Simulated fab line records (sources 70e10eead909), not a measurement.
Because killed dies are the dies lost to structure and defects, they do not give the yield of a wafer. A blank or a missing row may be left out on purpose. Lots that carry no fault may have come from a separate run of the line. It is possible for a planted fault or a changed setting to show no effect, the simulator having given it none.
fab line records | flow nandHarc
record lots=6 wafers=18 lastDay=32
route steps=1302 shown A_CHANNEL_HOLE_D2@584 A_CHANNEL_FILL_D2@610 END@1302
lots that met no fault: from a run of the same line without faults
startH: hours from the record's first day to the start of the lot's first wafer shown | waitH: time in hours since the lot's previous step | " same as the row above | L1.1+2: a single row standing in for several wafers | - no value present, or no start provided | * or withheld: withheld | < > ~ a bound
route shown NAME@n: NAME is a module with steps in the file, n the number in the route of the first one | usual: mean and standard deviation over wafers with no fault | same: alike in all rows | chamber/n: place in a boat | sites: the reading at each site | _std_site: the values' standard deviation | _edge_site: the outer-site mean with the inner-site mean subtracted | radiusMm: how far each site lies from the wafer's centre | mask NAME#n: copy n | behind: tool/chamber where the wafer was last shaped | hold: why the lot went on hold/how many hours it stayed there/how the hold came to an end | device: the transistor (n, p or np) that didn't switch | end of line: at the end of the route, the tests of the same wafers | a step with no rows: only its recipe | killed: at the first sort, the dies lost to defects and structure; wafer yield is something else | map: a wafer's dies, marking killed ones x, the rest . and places with no die _
set.NAME: the setting that was run; set.NAME@STEP: the one run at that earlier step | model.NAME: the simulator's own value behind a step, which no gauge read
lots seen at some steps along the route; tables by step, rows by wafer
services: a tool's chamber out of use, with start hour (startH, from the record's first day; less than 0 if before it), hours out, and reason
## steps
# step NHARC_A_CHANNEL_HOLE_D2_INSPECT_12
# usual rawDefectCount=36/23
# columns lot.wafer tool chamber startH waitH rawDefectCount
L640.3 defectInspect-01 - 322.73 0.0 4
L640.4 " - " " 5
L640.5 " - " " 2
L644.1 defectInspect-01 - 350.06 0.0 8
L644.3 " - " " 12
L644.6 " - " " 9
L651.1 defectInspect-01 - 422.57 0.0 58
L651.3 " - " " 50
L651.5 " - " " 65
L652.1 defectInspect-02 - 432.36 0.0 67
L652.5 " - " " 52
L652.6 " - " " 47
L654.1 defectInspect-01 - 455.40 0.0 23
L654.2 " - " " 20
L654.3 " - " " 15
L658.1 defectInspect-02 - 499.78 0.0 20
L658.3 " - " " 23
L658.6 " - " " 27
# step NHARC_A_CHANNEL_HOLE_D2_DESCUM_15
# recipe timeS=3 o2FlowSccm=200 arFlowSccm=0 biasPowerW=0 chemistry=O2
# step NHARC_A_CHANNEL_HOLE_D2_ETCH_38
# recipe targetDepthA=390 overEtchFrac=0.3 timeS=65 ionEnergyEv=80 cf4FlowSccm=150 arFlowSccm=0 rfW=300 biasW=100 chemistry=CF4
# usual drypumpMotorCurrentA=5.6/0.43 oesProductAu=1.000/0.0086 rfVppV=150.9/1 showerheadPlenumPTorr=1.75/0.061 throttleValvePct=13.284/0.0091
# same timeS=65
# columns lot.wafer tool chamber startH waitH drypumpMotorCurrentA oesProductAu rfHoursCounterH rfVppV showerheadPlenumPTorr throttleValvePct
L640.3 rieDiel-10 2 322.88 0.1 5.4 0.996 4.4 149.9 1.75 13.284
L640.4 " 3 " " 5.6 1.005 4.8 149.9 1.68 13.276
L640.5 " 1 " " 5.4 1.020 - 152.4 1.85 13.288
L644.1 rieDiel-10 0 350.22 0.1 6.0 0.998 7.2 152.6 1.86 13.285
L644.3 " 1 " " 5.5 1.028 6.8 151.3 1.85 13.282
L644.6 " 3 " " 5.6 1.002 - 150.3 1.68 13.290
L651.1 rieDiel-06 0 422.72 0.1 4.7 0.995 5.5 150.3 1.71 13.274
L651.3 " 3 " " 6.2 0.999 6.5 149.8 1.74 13.282
L651.5 " 1 " " 5.7 0.996 - 150.4 1.69 13.285
L652.1 rieDiel-06 0 432.51 0.1 4.7 0.998 6.4 150.4 1.71 13.290
L652.6 " 2 " " 5.5 0.994 - 150.8 1.70 13.293
L652.5 " 3 " " 6.1 0.994 - 150.3 1.74 13.278
L654.2 rieDiel-06 2 455.54 0.1 5.5 0.997 8.6 150.8 1.70 13.277
L654.1 " 3 " " 6.2 0.998 8.7 149.3 1.74 13.283
L654.3 " 1 " " 5.7 0.994 8.3 151.6 1.69 13.281
L658.3 rieDiel-06 2 499.95 0.1 5.5 1.012 0.5 149.6 1.70 13.287
L658.1 " 1 " " 5.7 1.000 0.5 148.9 1.69 13.298
L658.6 " 2 " " 5.5 0.995 - 151.1 1.70 13.279
# step NHARC_A_CHANNEL_HOLE_D2_ETCH_39
# recipe targetDepthA=2600 overEtchFrac=0.3 timeS=325 ionEnergyEv=200 n2FlowSccm=150 h2FlowSccm=150 arFlowSccm=0 rfW=400 biasW=150 chemistry=N2/H2
# step NHARC_A_CHANNEL_HOLE_D2_ETCH_34
# recipe targetDepthA=1540 timeS=77 cf4FlowSccm=100 chf3FlowSccm=30 arFlowSccm=0 rfW=500 biasW=200 chemistry=CF4/CHF3
# step NHARC_A_CHANNEL_HOLE_D2_ETCH_16
# recipe targetDepthA=31000 overEtchFrac=0.3 timeS=806 ionEnergyEv=150 o2FlowSccm=400 cosFlowSccm=20 arFlowSccm=0 rfW=500 biasW=300 chemistry=O2/COS
# usual drypumpMotorCurrentA=5.6/0.43 oesProductAu=0.999/0.0096 rfVppV=313.9/1.8 showerheadPlenumPTorr=3.09/0.11 throttleValvePct=28.330/0.0095
# same timeS=806
# columns lot.wafer tool chamber startH waitH drypumpMotorCurrentA oesProductAu rfHoursCounterH rfVppV showerheadPlenumPTorr throttleValvePct
L640.3 rieDiel-10 2 - - 5.4 0.999 4.7 314.1 3.09 28.330
L640.4 " 3 " " 5.6 1.004 5.1 311.7 2.96 28.340
L640.5 " 0 " " 6.0 0.991 - 316.3 3.29 28.323
L644.3 rieDiel-10 0 - - 6.0 1.004 7.4 318.1 3.29 28.318
L644.1 " 1 " " 5.5 1.018 7.1 316.0 3.27 28.320
L644.6 " 3 " " 5.6 1.005 - 310.2 2.96 28.318
L651.1 rieDiel-06 1 - - 5.8 0.989 6.7 313.4 2.98 28.350
L651.3 " 2 " " 5.5 0.993 6.7 313.8 3.00 28.330
L651.5 " 3 " " 6.1 0.997 - 312.7 3.07 28.352
L652.1 rieDiel-06 0 - - 4.7 1.006 6.7 314.3 3.02 28.325
L652.6 " 2 " " 5.5 0.992 - 312.9 3.00 28.326
L652.5 " 3 " " 6.2 0.990 - 314.8 3.07 28.326
L654.2 rieDiel-06 2 - - 5.5 0.996 8.9 312.4 3.00 28.330
L654.3 " 3 " " 6.2 0.995 8.9 314.1 3.07 28.336
L654.1 " 0 " " 4.7 1.001 7.7 312.8 3.02 28.327
L658.3 rieDiel-06 1 - - 5.7 0.987 0.9 311.3 2.98 28.326
L658.1 " 2 " " 5.5 0.987 0.9 312.8 2.99 28.338
L658.6 " 1 " " 5.7 0.992 - 312.9 2.98 28.323
# step NHARC_A_CHANNEL_HOLE_D2_CD_MEAS_18
# usual cdNm=100.5/2
# columns lot.wafer tool chamber startH waitH cdNm
L640.3 cdSem-02 - 323.90 - 102.4
L640.4 " - " " 101.2
L640.5 " - " " 99.4
L644.1 cdSem-01 - 351.23 - 100.3
L644.3 " - " " 99.4
L644.6 " - " " 96.2
L651.1 cdSem-02 - 423.74 - 102.5
L651.3 " - " " 98.8
L651.5 " - " " 101.2
L652.1 cdSem-02 - 433.52 - 96.4
L652.5 " - " " 103.0
L652.6 " - " " 95.5
L654.1 cdSem-03 - 456.57 - 104.8
L654.2 " - " " 98.5
L654.3 " - " " 103.6
L658.1 cdSem-03 - 501.16 - 99.1
L658.3 " - " " 102.2
L658.6 " - " " 101.9
# step NHARC_A_CHANNEL_HOLE_D2_ETCH_19
# recipe biasV=1200 sourceW=2500 pressureMtorr=15 timeS=34.5 arFlowSccm=375 c4f8FlowSccm=28.8 o2FlowSccm=96.2 tempC=-20 targetDepthA=* chemistry=C4F8/O2/Ar
# step NHARC_A_CHANNEL_HOLE_D2_ETCH_20
# recipe biasV=3000 sourceW=withheld pressureMtorr=20 timeS=361.9 arFlowSccm=375 c4f8FlowSccm=89.3 o2FlowSccm=35.7 tempC=-20 targetDepthA=16000 chemistry=C4F8/O2/Ar
# step NHARC_A_CHANNEL_HOLE_D2_ETCH_21
# recipe biasV=3000 sourceW=withheld pressureMtorr=20 timeS=514.3 arFlowSccm=375 c4f8FlowSccm=89.3 o2FlowSccm=35.7 tempC=-20 targetDepthA=16000 chemistry=C4F8/O2/Ar
# step NHARC_A_CHANNEL_HOLE_D2_ETCH_22
# recipe biasV=3000 sourceW=withheld pressureMtorr=20 timeS=666.7 arFlowSccm=375 c4f8FlowSccm=89.3 o2FlowSccm=35.7 tempC=-20 targetDepthA=16000 chemistry=C4F8/O2/Ar
# step NHARC_A_CHANNEL_HOLE_D2_ETCH_23
# recipe biasV=5000 sourceW=withheld pressureMtorr=20 timeS=819 arFlowSccm=375 c4f8FlowSccm=89.3 o2FlowSccm=35.7 tempC=-20 targetDepthA=16000 chemistry=C4F8/O2/Ar
# usual drypumpMotorCurrentA=6.0/0.73 showerheadPlenumPTorr=3.66/0.16 throttleValvePct=32.154/0.0087
# same timeS=819
# columns lot.wafer tool chamber startH waitH drypumpMotorCurrentA rfHoursCounterH showerheadPlenumPTorr throttleValvePct
L640.4 harEtch-01 0 327.88 0.5 5.9 - 3.69 32.158
L640.3 " 1 " " 6.6 - 3.48 32.141
L640.5 " 1 " " 6.6 - 3.48 32.145
L644.1 harEtch-02 1 352.86 0.5 4.9 387 3.72 32.156
L644.3 " 1 " " 5.0 - 3.72 32.144
L644.6 " 1 " " 4.9 - 3.72 32.164
L651.1 harEtch-01 0 425.23 0.5 5.8 230 3.65 32.152
L651.3 " 1 " " 6.6 - 3.45 32.157
L651.5 " 0 " " 5.9 - 3.65 32.163
L652.1 harEtch-01 1 435.15 0.5 6.6 234 3.45 32.153
L652.6 " 0 " " 5.9 - 3.65 32.155
L652.5 " 1 " " 6.6 - 3.45 32.152
L654.1 harEtch-02 1 458.07 0.5 4.9 39 3.69 32.152
L654.2 " 0 " " 6.7 39 3.91 32.162
L654.3 " 1 " " 4.9 - 3.69 32.171
L658.1 harEtch-02 1 502.79 0.5 4.9 70 3.67 32.157
L658.3 " 0 " " 6.7 - 3.89 32.152
L658.6 " 1 " " 4.9 - 3.67 32.167
# step NHARC_A_CHANNEL_HOLE_D2_ETCH_24
# recipe biasV=5000 sourceW=withheld pressureMtorr=20 timeS=906.2 arFlowSccm=375 c4f8FlowSccm=93.8 o2FlowSccm=31.2 tempC=-20 targetDepthA=15000 chemistry=C4F8/O2/Ar
# usual drypumpMotorCurrentA=6.0/0.73 showerheadPlenumPTorr=3.65/0.16 throttleValvePct=32.237/0.01
# same timeS=906.2
# columns lot.wafer tool chamber startH waitH drypumpMotorCurrentA rfHoursCounterH showerheadPlenumPTorr throttleValvePct
L640.4 harEtch-01 0 328.60 0.6 5.9 - 3.68 32.230
L640.3 " 1 " " 6.6 - 3.48 32.218
L640.5 " 1 " " 6.6 - 3.48 32.228
L644.1 harEtch-02 1 353.57 0.6 4.9 387 3.71 32.227
L644.3 " 1 " " 5.0 - 3.71 32.231
L644.6 " 1 " " 4.9 - 3.71 32.240
L651.1 harEtch-01 0 425.93 0.6 5.9 231 3.65 32.233
L651.3 " 1 " " 6.5 - 3.45 32.246
L651.5 " 0 " " 5.9 - 3.65 32.237
L652.1 harEtch-01 1 435.85 0.6 6.6 235 3.45 32.220
L652.6 " 0 " " 5.9 - 3.65 32.244
L652.5 " 1 " " 6.6 - 3.45 32.247
L654.1 harEtch-02 1 458.77 0.6 4.9 40 3.68 32.229
L654.2 " 0 " " 6.7 40 3.91 32.233
L654.3 " 1 " " 4.9 - 3.68 32.229
L658.1 harEtch-02 1 503.50 0.6 4.9 70 3.66 32.256
L658.3 " 0 " " 6.7 - 3.89 32.232
L658.6 " 1 " " 4.9 - 3.66 32.237
# step NHARC_A_CHANNEL_HOLE_D2_ETCH_25
# recipe biasV=5000 sourceW=withheld pressureMtorr=20 timeS=1040.2 arFlowSccm=375 c4f8FlowSccm=93.8 o2FlowSccm=31.2 tempC=-20 targetDepthA=15000 chemistry=C4F8/O2/Ar
# step NHARC_A_CHANNEL_HOLE_D2_ETCH_26
# recipe biasV=300 sourceW=2000 pressureMtorr=30 timeS=224.1 arFlowSccm=375 c4f8FlowSccm=11.4 o2FlowSccm=113.6 tempC=-20 targetDepthA=3000 chemistry=C4F8/O2/Ar
# usual drypumpMotorCurrentA=6.0/0.74 showerheadPlenumPTorr=3.70/0.16 throttleValvePct=24.584/0.0093
# same timeS=224.1
# columns lot.wafer tool chamber startH waitH drypumpMotorCurrentA rfHoursCounterH showerheadPlenumPTorr throttleValvePct
L640.4 harEtch-01 0 330.06 0.5 5.9 - 3.73 24.564
L640.3 " 1 " " 6.6 - 3.52 24.592
L640.5 " 1 " " 6.6 - 3.52 24.589
L644.1 harEtch-02 1 355.11 0.6 4.9 389 3.76 24.585
L644.3 " 1 " " 4.9 - 3.76 24.593
L644.6 " 1 " " 4.9 - 3.76 24.595
L651.1 harEtch-01 0 427.57 0.7 5.9 233 3.69 24.585
L651.3 " 1 " " 6.6 - 3.48 24.592
L651.5 " 0 " " 5.9 - 3.69 24.582
L652.1 harEtch-01 1 437.37 0.6 6.6 236 3.48 24.596
L652.6 " 0 " " 5.9 - 3.69 24.580
L652.5 " 1 " " 6.6 - 3.48 24.572
L654.1 harEtch-02 1 460.41 0.7 5.0 41 3.73 24.581
L654.2 " 0 " " 6.7 41 3.97 24.587
L654.3 " 1 " " 5.0 - 3.73 24.579
L658.1 harEtch-02 1 505.07 0.6 4.9 72 3.71 24.597
L658.3 " 0 " " 6.7 - 3.95 24.590
L658.6 " 1 " " 4.9 - 3.71 24.589
# step NHARC_A_CHANNEL_HOLE_D2_ETCH_27
# recipe biasV=400 sourceW=2000 pressureMtorr=25 timeS=90 arFlowSccm=375 c4f8FlowSccm=41.7 o2FlowSccm=83.3 tempC=-20 targetDepthA=4000 chemistry=C4F8/O2/Ar
# step NHARC_A_CHANNEL_HOLE_D2_STRIP_41
# recipe n2FlowSccm=150 h2FlowSccm=150 arFlowSccm=0 biasW=0 chemistry=N2/H2
# step NHARC_A_CHANNEL_HOLE_D2_STRIP_42
# recipe cf4FlowSccm=100 chf3FlowSccm=30 arFlowSccm=0 biasW=0 chemistry=CF4/CHF3
# step NHARC_A_CHANNEL_HOLE_D2_STRIP_43
# recipe o2FlowSccm=400 cosFlowSccm=20 arFlowSccm=0 biasW=0 chemistry=O2/COS
# step NHARC_A_CHANNEL_HOLE_D2_ETCH_44
# recipe targetDepthA=1400 overetchA=140 timeS=77 ionEnergyEv=100 cf4FlowSccm=80 o2FlowSccm=20 arFlowSccm=0 rfW=300 biasW=100 chemistry=CF4/O2
# step NHARC_A_CHANNEL_HOLE_D2_STRIP_28
# recipe o2FlowSccm=500 arFlowSccm=0 biasW=0 chemistry=O2
# step NHARC_A_CHANNEL_HOLE_D2_PRECLEAN_29
# recipe timeS=* tempC=50 bathAgeMin=0 chemistry=SC1
# step NHARC_A_CHANNEL_HOLE_D2_SRD_30
# step NHARC_A_CHANNEL_HOLE_D2_CD_MEAS_31
# usual cdNm=90.4/1.2
# columns lot.wafer tool chamber startH waitH cdNm
L640.3 cdSem-02 - 331.75 - 92.4
L640.4 " - " " 90.0
L640.5 " - " " 90.9
L644.1 cdSem-02 - 356.82 - 91.0
L644.3 " - " " 90.2
L644.6 " - " " 89.0
L651.1 cdSem-01 - 429.29 - 91.9
L651.3 " - " " 89.0
L651.5 " - " " 91.4
L652.1 cdSem-01 - 439.08 - 88.3
L652.5 " - " " 91.1
L652.6 " - " " 90.1
L654.1 cdSem-03 - 462.30 - 89.6
L654.2 " - " " 90.8
L654.3 " - " " 90.9
L658.1 cdSem-03 - 506.79 - 90.4
L658.3 " - " " 88.8
L658.6 " - " " 90.7
# step NHARC_A_CHANNEL_HOLE_D2_XSEM_32
# recipe landingEnergyEv=35000
# usual botCdNm=75.0/1.3 bowNm=8.61/0.29 tiltDeg=0.09/0.04
# columns lot.wafer tool chamber startH waitH botCdNm bowNm tiltDeg
L640.3 xsem-02 0 331.84 0.1 78.4 8.57 0.08
L640.4 " 0 " " 75.2 8.64 0.09
L640.5 " 0 " " 76.8 8.58 0.08
L644.1 xsem-02 0 356.91 0.1 76.1 8.64 0.08
L644.3 " 0 " " 74.9 8.55 0.08
L644.6 " 0 " " 73.6 8.59 0.08
L651.1 xsem-02 0 429.39 0.1 75.5 8.74 0.14
L651.3 " 0 " " 73.1 8.82 0.14
L651.5 " 0 " " 76.0 8.83 0.14
L652.1 xsem-02 0 439.18 0.1 72.8 8.78 0.11
L652.5 " 0 " " 75.8 8.80 0.10
L652.6 " 0 " " 74.8 8.78 0.10
L654.1 xsem-02 0 462.40 0.1 73.1 8.31 0.07
L654.2 " 0 " " 74.8 8.38 0.07
L654.3 " 0 " " 74.7 8.36 0.07
L658.1 xsem-01 0 506.87 0.1 75.3 8.98 0.11
L658.3 " 0 " " 74.2 8.94 0.11
L658.6 " 0 " " 76.0 8.95 0.11
# step NHARC_A_CHANNEL_HOLE_D2_INSPECT_40
# usual rawDefectCount=287/85
# columns lot.wafer tool chamber startH waitH rawDefectCount
L640.3 defectInspect-02 - 331.93 - 242
L640.4 " - " " 349
L640.5 " - " " 205
L644.1 defectInspect-02 - 357.01 - 260
L644.3 " - " " 191
L644.6 " - " " 276
L651.1 defectInspect-02 - 429.48 - 1342
L651.3 " - " " 377
L651.5 " - " " 1397
L652.1 defectInspect-02 - 439.27 - 279
L652.5 " - " " 254
L652.6 " - " " 1289
L654.1 defectInspect-01 - 462.49 - 173
L654.2 " - " " 268
L654.3 " - " " 209
L658.1 defectInspect-01 - 506.97 - 349
L658.3 " - " " 210
L658.6 " - " " 172
# step NHARC_A_CHANNEL_FILL_D2_PRECLEAN_00
# recipe timeS=* tempC=50 bathAgeMin=0 chemistry=SC1
# step NHARC_END_SORT_01
# recipe tempC=25
# usual killedAtArray=51/17 killedAtOther=1.0/1.2 killedAtPeriphery=3.4/2.5 killedDies=56/17 killedOpen=3.3/2.1 killedShort=2.6/1.6
# same grossDies=677
# columns lot.wafer tool chamber startH waitH killedAtArray killedAtOther killedAtPeriphery killedDies killedOpen killedShort
L651.1 prober-02 0 702.09 2.5 125 0 5 130 2 2
L651.3 prober-02 0 703.71 3.1 42 0 4 46 6 2
L651.5 prober-02 0 705.34 3.7 118 1 2 121 3 2
L652.1 prober-02 0 709.97 2.5 83 0 4 87 6 4
L652.5 prober-02 0 713.15 3.7 45 0 2 47 3 5
L652.6 prober-02 0 713.94 4.0 109 0 3 112 0 2
L658.6 prober-01 0 773.23 4.0 42 1 6 49 2 2
# killed by level:class
L651.1 A_CHANNEL_HOLE_D2:unspecified=77 A_CHANNEL_HOLE_D1:chamberFilmFlake=31 A_CONTACT:chamberFilmFlake=8 A_CHANNEL_HOLE_D2:chamberFilmFlake=3 A_WL_FILL:geometricParticle:short=2 P_ZERO_WELL:chamberFilmFlake=2 P_GATE:chamberFilmFlake=2 P_STI:geometricParticle:open=1
L651.3 A_CHANNEL_HOLE_D2:chamberFilmFlake=17 A_CHANNEL_HOLE_D1:chamberFilmFlake=10 A_CONTACT:chamberFilmFlake=7 A_WL_FILL:geometricParticle:short=2 A_WL_FILL:geometricParticle:open=2 P_CONTACT:geometricParticle:open=1 A_ONON_D2:geometricParticle:open=1 A_CHANNEL_FILL_D2:geometricParticle:open=1
L651.5 A_CHANNEL_HOLE_D2:unspecified=74 A_CHANNEL_HOLE_D1:chamberFilmFlake=35 A_CONTACT:chamberFilmFlake=3 P_M0:geometricParticle:open=1 A_CHANNEL_HOLE_D1:geometricParticle:short=1 A_ONON_D2:geometricParticle:open=1 A_ONON_D2:geometricParticle:short=1 A_WL_FILL:geometricParticle:open=1
L652.1 A_CHANNEL_HOLE_D1:chamberFilmFlake=39 A_CHANNEL_HOLE_D2:chamberFilmFlake=22 A_CONTACT:chamberFilmFlake=6 A_BLC:geometricParticle:open=3 P_GATE:chamberFilmFlake=3 A_BLC:geometricParticle:short=2 A_BLC:chamberFilmFlake=2 A_SLIT:chamberFilmFlake=2
L652.5 A_CHANNEL_HOLE_D2:chamberFilmFlake=19 A_CHANNEL_HOLE_D1:chamberFilmFlake=11 A_STAIRCASE:chamberFilmFlake=3 A_CONTACT:chamberFilmFlake=2 P_M0:geometricParticle:open=1 A_ONON_D1:geometricParticle:short=1 A_ONON_D2:geometricParticle:short=1 A_CHANNEL_FILL_D2:geometricParticle:short=1
L652.6 A_CHANNEL_HOLE_D2:unspecified=76 A_CHANNEL_HOLE_D1:chamberFilmFlake=23 A_CONTACT:chamberFilmFlake=6 P_GATE:chamberFilmFlake=3 A_WL_FILL:geometricParticle:short=2 A_STAIRCASE:chamberFilmFlake=1 A_BLC:chamberFilmFlake=1
L658.6 A_CHANNEL_HOLE_D1:chamberFilmFlake=16 A_CONTACT:chamberFilmFlake=8 P_ZERO_WELL:chamberFilmFlake=4 A_BONDPAD:chamberFilmFlake=4 A_STAIRCASE:chamberFilmFlake=3 A_SLIT:chamberFilmFlake=3 P_M2:chamberFilmFlake=2 A_CHANNEL_HOLE_D2:chamberFilmFlake=2
# map L651.1 (x killed, . not)
____________.____________
_________......._________
_______.x........._______
______...........x.______
_____xx...x........._____
____.................____
____x................____
___..............x....___
___....x..x.........xx___
__..x..............xxxx__
__....x..........x.xxxx__
_...x...x........xxxxxxx_
_................xxxxxxx_
_................xxxxxxx_
_...............xxxxxxxx_
_.....x.........xxxxxxxx_
................xxxxxxxxx
................xxxxxxxxx
..............xxxxxxxxxxx
...............xxxxxxxxx.
...............xxxxxxxxxx
_...............x.xxx.x._
_............x.xxxx.x..._
_.............x.xx......_
_..x.............xx....._
_...........x..........._
__.....................__
__.....................__
___...................___
___...................___
____.................____
____.........x.......____
_____...x..........._____
______.............______
_______..........._______
_________......._________
____________.____________
# map L652.6 (x killed, . not)
____________.____________
_________......._________
_______x.........._______
______.............______
_____..............._____
____.................____
____...x.............____
___.................x.___
___................x..___
__.................xx.x__
__................xxxxx__
_................xxxxxxx_
_...............x.xxxxxx_
_....x............xxxxxx_
_...............xxxxxxxx_
_................xxxxxxx_
.................xxxxxxxx
...............x.xxxxxxxx
................xxxxxxxxx
................xxxxxxxx.
..............xx.xx..xx..
_.............xxx..x.xx._
_...........x.x.x..xxx.._
_...............xx......_
_......................._
_...............xx......_
__.....................__
__.....................__
___.............x.....___
___............x......___
____.................____
____x.......x.......x____
_____.......x......._____
______.....x.......______
_______.......x..._______
_________......._________
____________.____________
## services
# columns tool chamber startH hours kind
rieDiel-06 - 307.20 9.0 pm
rieDiel-06 0 307.20 9.0 ventCycle
rieDiel-06 1 307.20 9.0 ventCycle
rieDiel-06 2 307.20 9.0 ventCycle
rieDiel-06 3 307.20 9.0 ventCycle
rieDiel-06 0 316.20 - clean
xsem-02 - 370.58 3.3 repair
xsem-01 - 374.00 14.0 pm
harEtch-02 - 378.80 17.0 pm
harEtch-02 0 378.80 17.0 ventCycle
harEtch-02 1 378.80 17.0 ventCycle
rieDiel-06 0 390.70 9.6 repair
harEtch-02 0 395.80 - clean
harEtch-02 0 395.80 - consumableReplace:focusRing
harEtch-02 0 395.80 - consumableReplace:showerhead
harEtch-02 1 395.80 - clean
harEtch-02 1 395.80 - consumableReplace:focusRing
rieDiel-10 - 419.56 9.0 pm
rieDiel-10 - 455.59 1.9 repair
rieDiel-06 3 458.55 45.8 repair
harEtch-01 - 480.02 10.0 repair
rieDiel-10 - 481.22 1.0 repair
rieDiel-06 - 484.22 9.0 pm
rieDiel-10 1 501.05 2.6 repair
## key
firstSign step=NHARC_A_CHANNEL_HOLE_D2_INSPECT_40 reading=rawDefectCount direction=up sigmas=12 usual=287 struck=1343
effect step=NHARC_END_SORT_01 reading=killedAtArray direction=up sigmas=3.9 usual=51 struck=117
moreKillsBornAt NHARC_A_CHANNEL_HOLE_D2_ETCH_24@harEtch-01=173
metAt NHARC_A_CHANNEL_HOLE_D2_ETCH_24
struckWafers L651.1,L651.5,L652.6
testerLeftOut L651,L652
onsetBetween 328.60 425.93
fault kind=chamberParticleSource tool=harEtch-01 chamber=0 onsetH=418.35 steps=NHARC_A_CHANNEL_HOLE_D2_ETCH_24 ratePerVisitCm2=1.6491 endH=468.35
# testerLeftOut: of these lots the tester's yield and bins aren't shown, on N5 and GAA mostly nor the transistor test; their killed dies are dies lost to structure and defects alone, not to doping, threshold or leakage, so they don't give the yield
